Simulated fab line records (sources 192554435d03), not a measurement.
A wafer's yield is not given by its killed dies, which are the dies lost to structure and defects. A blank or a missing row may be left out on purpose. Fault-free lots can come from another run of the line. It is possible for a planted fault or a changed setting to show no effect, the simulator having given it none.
fab line records	flow n5_finfet	part 1 of 2: steps 1 to 13 of 23
record: lots: 5	wafers: 15	last_day: 20
route steps=1938 shown MOL_CONTACT_COAG@606
lots untouched by any fault: they come from a run of this same line in which no faults occurred
start_h: the number of hours between the record's first day and the start of the first shown wafer of the lot	wait_h: hours elapsed since this lot's preceding step	" repeats the value in the row above	L1.1+2: a row that stands for several wafers	- value missing, or start not given	* or withheld: withheld	< > ~ a bound
route shown NAME@n: a module of which the file shows steps, and the number in the route of the first	usual: mean and standard deviation over wafers with no fault	same: alike in all rows	chamber/n: place in a boat	sites: readings site by site	_std_site: standard deviation across them	_edge_site: mean of outer sites minus mean of inner sites	radius_mm: for every site, how far away it sits from the centre of the wafer	mask NAME#n: copy n	behind: the most recent tool/chamber to have shaped the wafer	hold: the reason the lot was held/the length of the hold in hours/how it ended	device: whichever transistor did not switch (one of n, p or np)	end of line: the route-end tests of the same wafers	step lacking rows: just its recipe	killed: the dies lost at the first sort to structure and to defects; this is not the yield of the wafer	map: shows each die of a wafer: x if killed, . if not, _ if none is there
set.NAME: the setting as run; set.NAME@STEP: as run at that earlier step	model.NAME: the simulator's own value behind a step, which no gauge read
lots at some steps of the route; a table a step, a row a wafer
services: the hour from which a tool's chamber was out of use, counted from the record's first day as start_h (under 0 if before that day), plus the number of hours and why
== steps ==
step: N5_MOL_CONTACT_COAG_ETCH_65
recipe: chemistry: N2/H2	target: underlayer	target_depth_a: 130	mask_material: CAR-EUV	time_s: 10.4	ion_energy_ev: 200	pressure_mtorr: 30	source_w: 840	bias_w: 150	n2_flow_sccm: 200	h2_flow_sccm: 200	ends: cleared
usual: drypump_motor_current_A: 5.6/0.53	etch_rf_on_time_s: 10.34/0.13	oes_product_au: 0.71/0.08	rf_vpp_V: 524.8/3	showerhead_plenum_p_Torr: 2.58/0.11	throttle_valve_pct: 17.79/0.21
lot.wafer	tool	chamber	start_h	wait_h	drypump_motor_current_A	etch_rf_on_time_s	oes_product_au	rf_hours_counter_h	rf_vpp_V	showerhead_plenum_p_Torr	throttle_valve_pct
L075.2	rie_diel-04	2	107.96	0.0	6.1	10.34	0.70	69	522.4	2.57	17.54
L075.3	"	0	"	"	5.4	10.45	0.80	14	521.9	2.50	17.66
L075.6	"	0	"	"	5.3	10.49	0.79	-	523.8	2.50	17.69
L081.2	rie_diel-04	0	141.91	0.0	5.3	10.49	0.77	25	522.7	2.49	17.70
L081.3	"	2	"	"	6.1	10.34	0.70	79	523.5	2.57	17.57
L081.6	"	2	"	"	6.1	10.24	0.70	-	523.7	2.57	17.59
L087.1	rie_diel-04	0	181.51	0.0	5.3	10.41	0.76	38	522.5	2.49	17.72
L087.2	"	1	"	"	5.0	10.33	0.76	22	527.9	2.71	17.63
L087.3	"	3	"	"	6.1	10.60	0.58	250	521.4	2.39	18.10
L092.1	rie_diel-04	0	210.04	0.0	5.4	10.35	0.76	51	522.9	2.48	17.74
L092.3	"	2	"	"	6.1	10.23	0.68	103	524.1	2.56	17.61
L092.6	"	0	"	"	5.3	10.52	0.73	-	521.7	2.48	17.74
L097.3	rie_diel-04	2	256.96	0.0	6.1	10.30	0.66	120	524.0	2.55	17.66
L097.4	"	0	"	"	5.3	10.50	0.72	67	522.2	2.48	17.77
L097.6	"	0	"	"	5.3	10.49	0.72	-	520.8	2.48	17.75
step: N5_MOL_CONTACT_COAG_ETCH_66
recipe: chemistry: CF4	target: SiARC	target_depth_a: 130	mask_material: CAR-EUV	time_s: 21.7	ion_energy_ev: 80	pressure_mtorr: 40	source_w: 545	bias_w: 36	Ar_flow_sccm: 100	cf4_flow_sccm: 100	ends: cleared
usual: drypump_motor_current_A: 5.6/0.52	etch_rf_on_time_s: 21.5/0.32	mfc_ar_sccm: 100.0/0.31	oes_product_au: 0.72/0.08	rf_vpp_V: 184.4/1.3	showerhead_plenum_p_Torr: 2.17/0.083	throttle_valve_pct: 15.53/0.21
lot.wafer	tool	chamber	start_h	wait_h	drypump_motor_current_A	etch_rf_on_time_s	mfc_ar_sccm	oes_product_au	rf_hours_counter_h	rf_vpp_V	showerhead_plenum_p_Torr	throttle_valve_pct
L075.2	rie_diel-04	2	107.97	0.0	6.1	21.3	99.9	0.71	69	182.2	2.17	15.33
L075.3	"	0	"	"	5.3	21.8	99.6	0.80	14	185.5	2.11	15.38
L075.6	"	0	"	"	5.3	22.1	100.0	0.79	-	184.2	2.10	15.41
L081.2	rie_diel-04	0	141.93	0.0	5.3	21.6	99.8	0.78	25	183.6	2.10	15.40
L081.3	"	2	"	"	6.1	21.2	99.7	0.70	79	183.2	2.16	15.34
L081.6	"	2	"	"	6.1	21.4	99.4	0.70	-	184.9	2.16	15.34
L087.1	rie_diel-04	0	181.53	0.0	5.3	21.6	99.8	0.76	38	184.0	2.10	15.44
L087.2	"	1	"	"	5.1	21.4	99.9	0.77	22	186.8	2.27	15.21
L087.3	"	3	"	"	6.1	22.0	100.0	0.58	250	183.0	2.03	15.98
L092.1	rie_diel-04	0	210.06	0.0	5.3	21.7	99.6	0.75	51	183.9	2.09	15.47
L092.3	"	2	"	"	6.1	21.2	100.2	0.68	103	184.2	2.16	15.42
L092.6	"	0	"	"	5.3	21.6	99.9	0.74	-	183.7	2.09	15.46
L097.3	rie_diel-04	2	256.98	0.0	6.1	21.5	99.5	0.66	120	184.4	2.15	15.44
L097.4	"	0	"	"	5.3	22.2	100.2	0.72	67	185.1	2.09	15.50
L097.6	"	0	"	"	5.3	22.1	100.1	0.72	-	182.6	2.09	15.49
step: N5_MOL_CONTACT_COAG_ALD_133
recipe: material: SiO2	target_thk_a: 50	temp_c: 100	ald_precursor_family: BDEAS	ald_co_reactant: O2-plasma	pulse_time_s: 1	co_reactant_pulse_time_s: 1	purge_time_s: 2	co_reactant_purge_time_s: 2	ald_cycles: 35	pressure_torr: 2
usual: heater_power_w: 78/9.4	precursor_pulse_height_rel: 0.999/0.02	susceptor_temp_C: 99.99/0.13
lot.wafer	tool	chamber	start_h	wait_h	heater_power_w	precursor_pulse_height_rel	susceptor_temp_C
L075.2	ald_sin-02	3	108.05	0.1	75	0.991	100.00
L075.3	"	1	"	"	75	1.009	99.89
L075.6	"	3	"	"	78	0.987	100.01
L081.2	ald_sin-01	2	142.09	0.1	99	1.005	100.03
L081.3	"	0	"	"	77	1.007	100.00
L081.6	"	1	"	"	70	0.996	100.13
L087.1	ald_sin-01	2	181.61	0.1	100	1.002	99.86
L087.2	"	0	"	"	78	1.015	100.18
L087.3	"	1	"	"	68	1.016	100.10
L092.1	ald_sin-04	3	210.14	0.1	84	1.000	99.96
L092.3	"	1	"	"	83	1.023	100.35
L092.6	"	3	"	"	83	0.962	99.76
L097.3	ald_sin-01	1	257.32	0.3	70	1.012	100.06
L097.4	"	0	"	"	74	0.999	100.04
L097.6	"	1	"	"	68	0.962	99.98
step: N5_MOL_CONTACT_COAG_ETCHBACK_134
recipe: chemistry: CHF3	target: SiO2	target_depth_a: 100	time_s: 6.7	ion_energy_ev: 200	pressure_mtorr: 30	source_w: 610	bias_w: 170	Ar_flow_sccm: 200	CHF3_flow_sccm: 50
usual: drypump_motor_current_A: 5.6/0.52	mfc_ar_sccm: 200.0/0.6	oes_product_au: 0.84/0.089	rf_vpp_V: 526/5.9	showerhead_plenum_p_Torr: 2.41/0.094	throttle_valve_pct: 18.64/0.2
lot.wafer	tool	chamber	start_h	wait_h	drypump_motor_current_A	mfc_ar_sccm	oes_product_au	rf_hours_counter_h	rf_vpp_V	showerhead_plenum_p_Torr	throttle_valve_pct
L075.2	rie_diel-03	2	108.24	0.1	5.3	199.1	0.74	179	519	2.28	18.83
L075.3	"	1	"	"	6.5	199.4	0.91	30	531	2.52	18.60
L075.6	"	1	"	"	6.5	199.8	0.90	-	532	2.52	18.61
L081.2	rie_diel-03	3	142.27	0.1	4.8	199.4	0.72	196	528	2.46	18.99
L081.3	"	2	"	"	5.3	200.0	0.73	189	520	2.28	18.84
L081.6	"	1	"	"	6.5	200.9	0.88	-	528	2.52	18.62
L087.1	rie_diel-03	1	181.88	0.2	6.5	200.0	0.86	60	529	2.51	18.67
L087.2	"	2	"	"	5.3	200.2	0.72	203	520	2.27	18.86
L087.3	"	1	"	"	6.5	199.9	0.86	-	530	2.51	18.65
L092.1	rie_diel-03	3	210.49	0.3	4.8	200.0	0.72	211	527	2.45	19.02
L092.3	"	2	"	"	5.3	199.7	0.72	217	518	2.27	18.89
L092.6	"	1	"	"	6.5	200.1	0.84	-	528	2.51	18.69
L097.3	rie_diel-04	0	257.50	0.1	5.3	200.0	0.84	67	536	2.32	18.65
L097.4	"	2	"	"	6.1	199.1	0.77	120	519	2.39	18.57
L097.6	"	0	"	"	5.3	199.8	0.84	-	537	2.32	18.64
step: N5_MOL_CONTACT_COAG_ETCH_67
recipe: chemistry: N2/H2	target: SOC	target_depth_a: 600	overetch_a: 210	mask_material: SiARC	temp_c: 40	time_s: 101.2	ion_energy_ev: 200	pressure_mtorr: 30	source_w: 840	bias_w: 150	n2_flow_sccm: 200	h2_flow_sccm: 200
usual: drypump_motor_current_A: 5.6/0.53	oes_product_au: 0.70/0.071	rf_vpp_V: 524.9/3	showerhead_plenum_p_Torr: 2.58/0.11	temp_c: 39.99/0.12	throttle_valve_pct: 17.75/0.2
lot.wafer	tool	chamber	start_h	wait_h	drypump_motor_current_A	oes_product_au	rf_hours_counter_h	rf_vpp_V	showerhead_plenum_p_Torr	temp_c	throttle_valve_pct
L075.2	rie_diel-03	2	108.27	0.0	5.3	0.62	179	522.4	2.43	40.03	18.00
L075.3	"	1	"	"	6.5	0.75	30	528.6	2.71	40.18	17.77
L075.6	"	1	"	"	6.5	0.75	-	527.9	2.71	39.98	17.76
L081.2	rie_diel-03	3	142.31	0.0	4.8	0.61	196	524.8	2.63	39.93	18.16
L081.3	"	2	"	"	5.3	0.62	189	521.0	2.43	40.03	18.01
L081.6	"	1	"	"	6.5	0.73	-	528.2	2.71	40.07	17.78
L087.1	rie_diel-03	1	181.93	0.0	6.5	0.72	60	528.1	2.70	39.72	17.82
L087.2	"	2	"	"	5.3	0.61	203	521.8	2.42	39.80	18.04
L087.3	"	1	"	"	6.5	0.71	-	528.1	2.70	39.88	17.80
L092.1	rie_diel-03	3	210.52	0.0	4.9	0.59	211	524.5	2.62	39.77	18.20
L092.3	"	2	"	"	5.3	0.60	217	520.4	2.42	40.07	18.07
L092.6	"	1	"	"	6.5	0.69	-	527.8	2.69	40.24	17.85
L097.3	rie_diel-04	0	257.54	0.0	5.3	0.71	67	522.1	2.47	40.08	17.73
L097.4	"	2	"	"	6.1	0.64	120	522.3	2.55	39.93	17.60
L097.6	"	0	"	"	5.3	0.72	-	522.3	2.48	40.16	17.73
step: N5_MOL_CONTACT_COAG_STRIP_68
recipe: chemistry: N2/H2	temp_c: 40	n2_flow_sccm: 200	h2_flow_sccm: 200	rf_frequency_hz: 6e+07
lot.wafer	tool	chamber	start_h	wait_h
L075.2+3+6	rie_diel-03	2,1,1	108.34	0.0
L081.2+3+6	rie_diel-03	3,2,1	142.38	0.0
L087.1+2+3	rie_diel-03	1,2,1	182.03	0.1
L092.1+3+6	rie_diel-03	3,2,1	210.59	0.0
L097.3+4+6	rie_diel-04	0,2,0	257.61	0.0
step: N5_MOL_CONTACT_COAG_STRIP_69
recipe: chemistry: N2/H2	temp_c: 40	n2_flow_sccm: 200	h2_flow_sccm: 200	rf_frequency_hz: 6e+07
lot.wafer	tool	chamber	start_h	wait_h
L075.2+3+6	rie_diel-03	2,1,1	108.35	0.0
L081.2+3+6	rie_diel-03	3,2,1	142.39	0.0
L087.1+2+3	rie_diel-03	1,2,1	182.05	0.0
L092.1+3+6	rie_diel-03	3,2,1	210.60	0.0
L097.3+4+6	rie_diel-04	0,2,0	257.62	0.0
step: N5_MOL_CONTACT_COAG_ETCHBACK_136
recipe: chemistry: CHF3	target: SiO2	target_depth_a: 250	time_s: 16.7	ion_energy_ev: 200	pressure_mtorr: 30	source_w: 610	bias_w: 170	Ar_flow_sccm: 200	CHF3_flow_sccm: 50
usual: drypump_motor_current_A: 5.6/0.53	mfc_ar_sccm: 200.0/0.57	oes_product_au: 0.84/0.089	rf_vpp_V: 526/6	showerhead_plenum_p_Torr: 2.41/0.094	throttle_valve_pct: 18.64/0.2
lot.wafer	tool	chamber	start_h	wait_h	drypump_motor_current_A	mfc_ar_sccm	oes_product_au	rf_hours_counter_h	rf_vpp_V	showerhead_plenum_p_Torr	throttle_valve_pct
L075.2	rie_diel-03	2	108.36	0.0	5.3	199.8	0.74	179	520	2.28	18.83
L075.3	"	1	"	"	6.5	198.8	0.91	30	530	2.52	18.60
L075.6	"	1	"	"	6.5	199.2	0.90	-	530	2.52	18.61
L081.2	rie_diel-03	3	142.40	0.0	4.8	200.2	0.72	196	527	2.46	18.99
L081.3	"	2	"	"	5.3	199.9	0.74	189	520	2.28	18.82
L081.6	"	1	"	"	6.5	199.3	0.89	-	529	2.52	18.61
L087.1	rie_diel-03	1	182.06	0.0	6.5	200.6	0.87	60	530	2.51	18.66
L087.2	"	2	"	"	5.3	199.6	0.72	203	516	2.27	18.87
L087.3	"	1	"	"	6.5	200.0	0.87	-	530	2.51	18.67
L092.1	rie_diel-03	3	210.61	0.0	4.8	201.0	0.71	211	527	2.45	19.01
L092.3	"	2	"	"	5.3	200.6	0.72	217	518	2.27	18.90
L092.6	"	1	"	"	6.5	200.2	0.84	-	530	2.51	18.68
L097.3	rie_diel-04	0	257.63	0.0	5.3	200.8	0.85	67	536	2.32	18.63
L097.4	"	2	"	"	6.1	200.0	0.77	120	518	2.39	18.54
L097.6	"	0	"	"	5.3	200.9	0.84	-	536	2.32	18.67
step: N5_MOL_CONTACT_COAG_STRIP_120
recipe: chemistry: CHF3	resist: SiARC	rf_frequency_hz: 6e+07
lot.wafer	tool	chamber	start_h	wait_h
L075.2+3+6	rie_diel-03	2,1,1	108.39	0.0
L081.2+3+6	rie_diel-03	3,2,1	142.42	0.0
L087.1+2+3	rie_diel-03	1,2,1	182.10	0.0
L092.1+3+6	rie_diel-03	3,2,1	210.64	0.0
L097.3+4+6	rie_diel-04	0,2,0	257.65	0.0
step: N5_MOL_CONTACT_COAG_VIA_ETCH_117
recipe: chemistry: C4F6/O2	target_depth_a: 400	overetch_a: 80	mask_material: SOC	target: SiO2	bias_w: 455	pressure_mtorr: 10	time_s: 26	source_w: 325	Ar_flow_sccm: 300	C4F6_flow_sccm: 10	O2_flow_sccm: 10	ion_energy_ev: 575.3	ends: end_point
usual: C4F6_flow_sccm: 10.001/0.029	drypump_motor_current_A: 5.6/0.52	mfc_ar_sccm: 299.9/0.84	oes_product_au: 0.75/0.074	rf_vpp_V: 1592/17	showerhead_plenum_p_Torr: 2.88/0.11	throttle_valve_pct: 41.07/0.27
lot.wafer	tool	chamber	start_h	wait_h	C4F6_flow_sccm	drypump_motor_current_A	mfc_ar_sccm	oes_product_au	rf_hours_counter_h	rf_vpp_V	showerhead_plenum_p_Torr	throttle_valve_pct
L075.2	rie_diel-03	2	108.40	0.0	10.061	5.3	299.5	0.66	179	1573	2.73	41.24
L075.3	"	1	"	"	10.014	6.5	299.9	0.80	30	1606	3.01	41.03
L075.6	"	1	"	"	9.997	6.4	300.2	0.80	-	1606	3.01	41.02
L081.2	rie_diel-03	3	142.43	0.0	9.985	4.8	300.6	0.66	196	1598	2.94	41.66
L081.3	"	2	"	"	9.979	5.3	300.0	0.66	189	1574	2.72	41.22
L081.6	"	1	"	"	9.987	6.5	300.0	0.78	-	1607	3.01	41.03
L087.1	rie_diel-03	1	182.11	0.0	9.965	6.5	298.6	0.75	60	1605	3.00	41.03
L087.2	"	2	"	"	10.013	5.3	299.9	0.65	203	1572	2.72	41.24
L087.3	"	1	"	"	9.983	6.5	299.7	0.76	-	1604	3.00	41.04
L092.1	rie_diel-03	3	210.65	0.0	9.997	4.8	298.8	0.65	211	1598	2.93	41.68
L092.3	"	2	"	"	10.017	5.3	299.4	0.65	217	1572	2.71	41.23
L092.6	"	1	"	"	10.005	6.4	300.1	0.74	-	1604	2.99	41.04
L097.3	rie_diel-04	0	257.66	0.0	10.025	5.3	300.9	0.76	67	1619	2.77	41.31
L097.4	"	2	"	"	9.986	6.1	299.7	0.69	120	1569	2.85	40.88
L097.6	"	0	"	"	10.068	5.3	300.3	0.76	-	1620	2.77	41.30
step: N5_MOL_CONTACT_COAG_ETCH_124
recipe: chemistry: CH3F/O2	target: SiNx	target_depth_a: 65	mask_material: SOC	stop_on: SiOC	over_etch_frac: 0.3	ion_energy_ev: 120	pressure_mtorr: 30	source_w: 395	bias_w: 73	Ar_flow_sccm: 150	CH3F_flow_sccm: 30	O2_flow_sccm: 20	ends: end_point
usual: drypump_motor_current_A: 5.6/0.52	mfc_ar_sccm: 150.1/0.46	oes_product_au: 0.71/0.073	rf_vpp_V: 298/3.3	showerhead_plenum_p_Torr: 2.03/0.082	throttle_valve_pct: 16.23/0.21
lot.wafer	tool	chamber	start_h	wait_h	drypump_motor_current_A	mfc_ar_sccm	oes_product_au	rf_hours_counter_h	rf_vpp_V	showerhead_plenum_p_Torr	throttle_valve_pct
L075.2	rie_diel-03	2	108.43	0.0	5.3	149.7	0.63	179	296	1.91	16.44
L075.3	"	1	"	"	6.5	150.1	0.76	30	301	2.13	16.18
L075.6	"	1	"	"	6.5	150.6	0.77	-	299	2.13	16.18
L081.2	rie_diel-03	3	142.46	0.0	4.8	150.5	0.63	196	298	2.07	16.59
L081.3	"	2	"	"	5.3	149.2	0.63	189	295	1.91	16.47
L081.6	"	1	"	"	6.4	149.2	0.75	-	301	2.12	16.21
L087.1	rie_diel-03	1	182.16	0.0	6.5	150.4	0.73	60	302	2.12	16.23
L087.2	"	2	"	"	5.3	150.1	0.62	203	294	1.91	16.48
L087.3	"	1	"	"	6.5	150.7	0.73	-	302	2.12	16.23
L092.1	rie_diel-03	3	210.68	0.0	4.8	150.0	0.62	211	299	2.06	16.63
L092.3	"	2	"	"	5.3	149.7	0.62	217	295	1.90	16.51
L092.6	"	1	"	"	6.5	149.8	0.71	-	301	2.11	16.24
L097.3	rie_diel-04	0	257.69	0.0	5.3	150.0	0.72	67	303	1.95	16.21
L097.4	"	2	"	"	6.1	150.2	0.66	120	295	2.01	16.15
L097.6	"	0	"	"	5.3	149.9	0.73	-	304	1.95	16.22
step: N5_MOL_CONTACT_COAG_ETCH_48
recipe: chemistry: C4F6/O2	target_depth_a: 150	overetch_a: 45	mask_material: SOC	target: SiOC	bias_w: 465	pressure_mtorr: 10	time_s: 17	source_w: 335	Ar_flow_sccm: 300	C4F6_flow_sccm: 10	O2_flow_sccm: 10	ion_energy_ev: 576
usual: C4F6_flow_sccm: 10.001/0.026	drypump_motor_current_A: 5.6/0.53	mfc_ar_sccm: 300.1/0.98	oes_product_au: 0.71/0.075	rf_vpp_V: 1594/17	showerhead_plenum_p_Torr: 2.88/0.11	throttle_valve_pct: 40.62/0.27
lot.wafer	tool	chamber	start_h	wait_h	C4F6_flow_sccm	drypump_motor_current_A	mfc_ar_sccm	oes_product_au	rf_hours_counter_h	rf_vpp_V	showerhead_plenum_p_Torr	throttle_valve_pct
L075.2	rie_diel-03	2	108.47	0.0	10.029	5.3	298.8	0.64	179	1576	2.73	40.75
L075.3	"	1	"	"	9.976	6.5	299.3	0.79	30	1607	3.01	40.57
L075.6	"	1	"	"	10.016	6.5	298.5	0.83	-	1608	3.01	40.59
L081.2	rie_diel-03	3	142.50	0.0	10.004	4.8	298.6	0.62	196	1599	2.94	41.16
L081.3	"	2	"	"	10.070	5.3	300.2	0.62	189	1574	2.72	40.76
L081.6	"	1	"	"	9.980	6.5	299.8	0.74	-	1608	3.01	40.58
L087.1	rie_diel-03	1	182.22	0.0	9.986	6.5	300.4	0.76	60	1605	3.00	40.62
L087.2	"	2	"	"	9.993	5.3	300.1	0.67	203	1574	2.72	40.81
L087.3	"	1	"	"	10.011	6.5	300.2	0.78	-	1604	3.00	40.61
L092.1	rie_diel-03	3	210.72	0.0	9.996	4.9	299.4	0.63	211	1600	2.93	41.19
L092.3	"	2	"	"	9.981	5.3	299.1	0.61	217	1574	2.71	40.79
L092.6	"	1	"	"	9.987	6.5	301.6	0.69	-	1607	2.99	40.60
L097.3	rie_diel-04	0	257.73	0.0	10.007	5.3	300.8	0.71	67	1622	2.77	40.85
L097.4	"	2	"	"	9.939	6.1	300.6	0.63	120	1571	2.85	40.44
L097.6	"	0	"	"	9.972	5.3	298.2	0.72	-	1620	2.77	40.84
step: N5_MOL_CONTACT_COAG_STRIP_72
recipe: chemistry: N2/H2	power_w: 450	temp_c: 40	pressure_mtorr: 20	rf_frequency_hz: 6e+07	overash_fraction: 3	bias_power_w: 7	h2_frac: 0.5	n2_flow_sccm: 200	h2_flow_sccm: 200
usual: drypump_motor_current_A: 5.6/0.53	oes_product_au: 0.84/0.09	rf_vpp_V: 59.1/2.1	showerhead_plenum_p_Torr: 2.57/0.11	temp_c: 40.00/0.12	throttle_valve_pct: 23.61/0.23
same: overash_fraction: 3
lot.wafer	tool	chamber	start_h	wait_h	drypump_motor_current_A	oes_product_au	rf_hours_counter_h	rf_vpp_V	showerhead_plenum_p_Torr	temp_c	throttle_valve_pct
L075.2	rie_diel-03	2	108.52	0.0	5.3	0.75	179	62.2	2.43	40.15	23.87
L075.3	"	1	"	"	6.5	0.93	30	60.6	2.71	40.06	23.65
L075.6	"	1	"	"	6.5	0.90	-	60.3	2.71	40.04	23.60
L081.2	rie_diel-03	3	142.55	0.0	4.9	0.73	196	57.7	2.62	40.01	24.14
L081.3	"	2	"	"	5.3	0.73	189	60.1	2.43	39.98	23.86
L081.6	"	1	"	"	6.5	0.91	-	59.6	2.70	39.79	23.68
L087.1	rie_diel-03	1	182.30	0.1	6.5	0.86	60	61.4	2.69	40.01	23.67
L087.2	"	2	"	"	5.3	0.73	203	55.8	2.42	39.88	23.89
L087.3	"	1	"	"	6.5	0.86	-	59.5	2.70	39.98	23.68
L092.1	rie_diel-03	3	210.77	0.0	4.8	0.72	211	57.8	2.62	39.96	24.09
L092.3	"	2	"	"	5.3	0.71	217	59.4	2.41	40.03	23.92
L092.6	"	1	"	"	6.5	0.86	-	61.9	2.69	39.88	23.71
L097.3	rie_diel-04	0	257.78	0.0	5.3	0.86	67	58.8	2.47	40.07	23.63
L097.4	"	2	"	"	6.1	0.79	120	60.8	2.54	40.06	23.40
L097.6	"	0	"	"	5.3	0.86	-	56.7	2.47	40.13	23.66
